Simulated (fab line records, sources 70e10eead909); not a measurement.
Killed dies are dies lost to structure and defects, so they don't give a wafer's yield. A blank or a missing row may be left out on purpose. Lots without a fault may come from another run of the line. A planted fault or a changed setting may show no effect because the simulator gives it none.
Which tool did it? | flow nand_harc | 11 lots, 33 wafers sampled, at 7 steps of a route of 1302

WHAT THE GAUGES READ, wafer by wafer
NHARC_P_ZERO_WELL_INSPECT_43.
lot  | measured     | on                | raw_defect_count
L540 | day 2 13:40  | defect_inspect-02 | 0 9 9
L541 | day 2 23:32  | defect_inspect-01 | 5 13 16
L542 | day 3 09:12  | defect_inspect-02 | 17 8 5
L546 | day 5 01:45  | defect_inspect-01 | 12 14 18
L549 | day 6 07:33  | defect_inspect-02 | 7 9 9
L550 | day 6 18:08  | defect_inspect-01 | 7 11 5
L557 | day 9 15:43  | defect_inspect-02 | 11 16 7
L559 | day 10 11:42 | defect_inspect-01 | 4 8 4
L560 | day 10 21:37 | defect_inspect-02 | 25 14 27
L561 | day 11 07:45 | defect_inspect-01 | 7 6 22
L562 | day 11 17:44 | defect_inspect-02 | 21 19 15

NHARC_P_STI_CD_MEAS_09: target cd 200 nm.
lot  | measured     | on        | cd_nm (nm)
L540 | day 3 09:38  | cd_sem-02 | 200.2 201.7 199.1
L541 | day 3 21:05  | cd_sem-03 | 199.2 199.5 196.7
L542 | day 3 21:14  | cd_sem-01 | 199.1 199.2 197.6
L546 | day 5 18:04  | cd_sem-01 | 199.4 201.2 199.6
L549 | day 6 23:31  | cd_sem-02 | 202.9 200.7 200.9
L550 | day 7 08:33  | cd_sem-02 | 200.9 198.6 198.7
L557 | day 10 06:17 | cd_sem-02 | 182.8 180.7 181.4
L559 | day 11 02:53 | cd_sem-03 | 177.0 180.9 180.6
L560 | day 11 13:58 | cd_sem-03 | 198.9 199.4 201.1
L561 | day 11 23:47 | cd_sem-03 | 199.5 196.9 199.4
L562 | day 12 09:53 | cd_sem-03 | 201.4 200.4 200.9

NHARC_P_STI_OCD_MEAS_17.
lot  | measured     | on     | trench_depth_nm (nm) | trench_foot_cd_nm (nm)
L540 | day 3 10:25  | ocd-01 | 299.7 298.9 301.2    | 158.2 160.6 157.6
L541 | day 3 21:52  | ocd-01 | 302.2 302.2 301.3    | 157.4 157.7 154.9
L542 | day 3 22:02  | ocd-02 | 301.2 299.7 301.1    | 157.2 156.9 155.5
L546 | day 5 18:50  | ocd-01 | 306.9 301.8 304.7    | 156.3 158.2 156.6
L549 | day 7 00:19  | ocd-01 | 302.6 305.7 305.8    | 160.6 157.7 158.3
L550 | day 7 09:22  | ocd-01 | 301.5 302.5 301.8    | 158.3 156.6 155.9
L557 | day 10 07:06 | ocd-02 | 301.6 300.5 305.7    | 140.7 139.0 138.7
L559 | day 11 03:40 | ocd-01 | 303.7 306.1 295.8    | 134.7 138.2 139.1
L560 | day 11 14:44 | ocd-01 | 300.5 300.9 305.3    | 157.1 157.5 158.7
L561 | day 12 00:34 | ocd-01 | 302.9 302.7 302.3    | 157.5 154.6 156.5
L562 | day 12 10:40 | ocd-02 | 305.4 304.6 299.0    | 158.9 157.8 159.3

NHARC_END_SORT_01.
lot  | measured     | on        | killed_at_array | killed_at_other | killed_at_periphery | killed_dies | killed_open | killed_short
L549 | day 29 06:49 | prober-01 | 46 67 63        | 0 0 0           | 3 7 6               | 49 74 69    | 2 6 4       | 2 3 2
L550 | day 29 12:45 | prober-02 | 42 35 42        | 1 3 0           | 5 2 1               | 48 40 43    | 6 3 3       | 5 3 2
L557 | day 32 11:26 | prober-01 | 50 69 61        | 1 0 0           | 4 6 5               | 55 75 66    | 4 6 4       | 1 4 0
L560 | day 33 12:08 | prober-02 | 43 42 44        | 1 0 0           | 2 4 1               | 46 46 45    | 2 3 3       | 4 2 0

WHICH TOOL RAN EACH LOT (tool, then ch and the chambers of the sampled wafers, then the start)
lot  | NHARC_P_ZERO_WELL_ETCH_62                     | NHARC_P_ZERO_WELL_ETCH_63        | NHARC_P_STI_PEB_07
L540 | rie_diel-06 ch 1,2,3, day 2 07:39 or earlier  | rie_si-06 ch 0,2,3, day 2 07:39  | litho_track-07 ch 0, day 3 09:33
L541 | rie_diel-03 ch 0,1,2, day 2 17:40 or earlier  | rie_si-05 ch 0,1,2, day 2 17:40  | litho_track-07 ch 0, day 3 20:59
L542 | rie_diel-06 ch 1,2,3, day 3 03:34 or earlier  | rie_si-02 ch 0,1, day 3 03:34    | litho_track-03 ch 0, day 3 21:09
L546 | rie_diel-05 ch 0,2, day 4 19:39 or earlier    | rie_si-05 ch 0,2, day 4 19:39    | litho_track-07 ch 0, day 5 17:58
L549 | rie_diel-03 ch 0,1, day 6 01:40 or earlier    | rie_si-05 ch 1,2, day 6 01:40    | litho_track-05 ch 0, day 6 23:26
L550 | rie_diel-03 ch 2,3, day 6 11:34 or earlier    | rie_si-02 ch 1,2,3, day 6 11:34  | litho_track-03 ch 0, day 7 08:28
L557 | rie_diel-05 ch 2,3, day 9 09:41 or earlier    | rie_si-05 ch 1,2,3, day 9 09:41  | litho_track-07 ch 0, day 10 06:11
L559 | rie_diel-06 ch 1,3, day 10 05:42 or earlier   | rie_si-06 ch 0,1,2, day 10 05:42 | litho_track-07 ch 0, day 11 02:47
L560 | rie_diel-06 ch 0,1,3, day 10 15:34 or earlier | rie_si-06 ch 0,1,2, day 10 15:34 | litho_track-03 ch 0, day 11 13:52
L561 | rie_diel-03 ch 0,1,2, day 11 01:51 or earlier | rie_si-02 ch 0,1,2, day 11 01:51 | litho_track-03 ch 0, day 11 23:42
L562 | rie_diel-05 ch 1,3, day 11 11:43 or earlier   | rie_si-05 ch 0,1, day 11 11:43   | litho_track-05 ch 0, day 12 09:48
- NHARC_P_ZERO_WELL_ETCH_62: etches the open film in CHF3/Ar, target depth 13 nm, time 6.5 s.
- NHARC_P_ZERO_WELL_ETCH_63: etches the open film in HBr/Cl2, target depth 120 nm, time 40.1 s.
- NHARC_P_STI_PEB_07: peb time 80 s.

WHAT THE TOOLS THEMSELVES READ (means of the sampled wafers that have a number; where no wafer has one, the mark that the record gives instead)
NHARC_P_ZERO_WELL_ETCH_62.
lot  | tool        | chamber_pressure_mTorr (mTorr) | drypump_motor_current_A (A) | oes_product_au (a.u.) | rf_fwd_power_W (W) | rf_vpp_V (V) | showerhead_plenum_p_Torr (Torr) | throttle_valve_pct (%)
L540 | rie_diel-06 | 25.002                         | 5.9                         | 0.970                 | 487.8              | 370.5        | 2.33                            | 20.228
L541 | rie_diel-03 | 25.012                         | 5.8                         | 0.965                 | 487.2              | 370.1        | 2.33                            | 20.213
L542 | rie_diel-06 | 25.014                         | 5.9                         | 0.969                 | 488.6              | 370.3        | 2.33                            | 20.217
L546 | rie_diel-05 | 24.993                         | 6.1                         | 0.972                 | 487.7              | 366.9        | 2.22                            | 20.220
L549 | rie_diel-03 | 24.979                         | 5.6                         | 0.969                 | 489.0              | 370.3        | 2.36                            | 20.216
L550 | rie_diel-03 | 25.013                         | 5.7                         | 0.978                 | 489.2              | 370.6        | 2.34                            | 20.228
L557 | rie_diel-05 | 24.987                         | 6.4                         | 0.966                 | 488.8              | 367.4        | 2.22                            | 20.215
L559 | rie_diel-06 | 25.020                         | 6.2                         | 0.956                 | 487.4              | 369.4        | 2.27                            | 20.216
L560 | rie_diel-06 | 25.014                         | 6.0                         | 0.960                 | 487.3              | 369.7        | 2.27                            | 20.218
L561 | rie_diel-03 | 25.007                         | 5.8                         | 0.947                 | 487.6              | 369.9        | 2.30                            | 20.215
L562 | rie_diel-05 | 24.988                         | 5.4                         | 0.954                 | 488.9              | 372.2        | 2.42                            | 20.222

NHARC_P_ZERO_WELL_ETCH_63.
lot  | tool      | chamber_pressure_mTorr (mTorr) | drypump_motor_current_A (A) | oes_product_au (a.u.) | rf_fwd_power_W (W) | throttle_valve_pct (%)
L540 | rie_si-06 | 15.003                         | 5.3                         | 1.002                 | 392.4              | 26.403
L541 | rie_si-05 | 14.993                         | 6.0                         | 1.001                 | 393.8              | 26.415
L542 | rie_si-02 | 14.999                         | 5.7                         | 1.005                 | 396.2              | 26.414
L546 | rie_si-05 | 15.001                         | 6.0                         | 0.998                 | 394.2              | 26.409
L549 | rie_si-05 | 15.023                         | 6.2                         | 0.993                 | 395.3              | 26.405
L550 | rie_si-02 | 15.054                         | 5.7                         | 0.990                 | 394.6              | 26.394
L557 | rie_si-05 | 15.005                         | 6.0                         | 1.001                 | 395.0              | 26.405
L559 | rie_si-06 | 15.005                         | 5.5                         | 0.997                 | 392.4              | 26.401
L560 | rie_si-06 | 14.994                         | 5.5                         | 0.998                 | 393.0              | 26.406
L561 | rie_si-02 | 15.001                         | 5.5                         | 0.995                 | 395.3              | 26.404
L562 | rie_si-05 | 14.994                         | 6.0                         | 0.998                 | 394.7              | 26.400

NHARC_P_STI_PEB_07.
lot  | tool           | heater_power_total_W (W) | plate_temp_C (C) | resist_line_temp_C (C)
L540 | litho_track-07 | 189.7                    | 127.79           | 22.89
L541 | litho_track-07 | 190.4                    | 128.02           | 23.13
L542 | litho_track-03 | 189.5                    | 127.92           | 23.15
L546 | litho_track-07 | 190.3                    | 128.12           | 22.97
L549 | litho_track-05 | 190.0                    | 127.88           | 23.03
L550 | litho_track-03 | 189.4                    | 127.96           | 22.91
L557 | litho_track-07 | 186.5                    | 125.88           | 23.00
L559 | litho_track-07 | 186.1                    | 126.07           | 22.93
L560 | litho_track-03 | 190.1                    | 128.04           | 23.04
L561 | litho_track-03 | 189.0                    | 127.93           | 23.07
L562 | litho_track-05 | 189.5                    | 127.92           | 23.05

THE ANSWER, worked out from the rows above alone
Rule: what is usual is taken from the lots themselves. Put in order of their means at a reading, lots are off if they are a third of the lots or fewer, leave a main group of 4 or more, and stand apart from it by a gap of 3 or more times the standard deviation of the main group's means; of several such gaps the widest counts. A main group whose means are all the same, to the digits that the tables above print for the reading, isn't used. A lot without any number at a reading at which 4 lots or more have one is off too. The other lots that the step has rows for count as sound. The gauges are gone through in route order, then the tools' own readings, and for those a lot's mean is taken as printed above. The first step at which some lot is off is used, and at that step the reading that is off furthest; a lot without a number counts as furthest.
Off: L557, L559, at NHARC_P_STI_CD_MEAS_09 (cd_nm). The main group: mean 199.7 nm, standard deviation 1.
A tool fits if, at a process step before that reading, it ran every lot that is off, and no sound lot after the first of them. The gauges at NHARC_P_STI_CD_MEAS_09 aren't tried: what is off there is off at NHARC_P_STI_OCD_MEAS_17 too, on other tools, and a gauge's error can't cause that. NHARC_P_ZERO_WELL_ETCH_62 gives no start for some lots, so the hours and the order of its lots are those of NHARC_P_ZERO_WELL_ETCH_63. One fits: litho_track-07 at NHARC_P_STI_PEB_07. Its last sound lot is L546 (day 5 17:58), its first lot that is off L557 (day 10 06:11): a fault that began between those two fits.
The tool's own readings at NHARC_P_STI_PEB_07 bear it out: on the lots that are off they differ by more than 5 times the standard deviation of the sound lots' means. heater_power_total_W reads 186.3 W there against 189.8 W on the sound lots; plate_temp_C reads 125.97 C there against 127.95 C on the sound lots.

WHAT THE SIMULATOR HAD PUT IN
Process parameter drift: litho_track-07, from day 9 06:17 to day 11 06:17, at NHARC_P_STI_PEB_07. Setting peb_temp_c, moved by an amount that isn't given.
Lots struck among those shown: L557, L559. The rule above found the same.
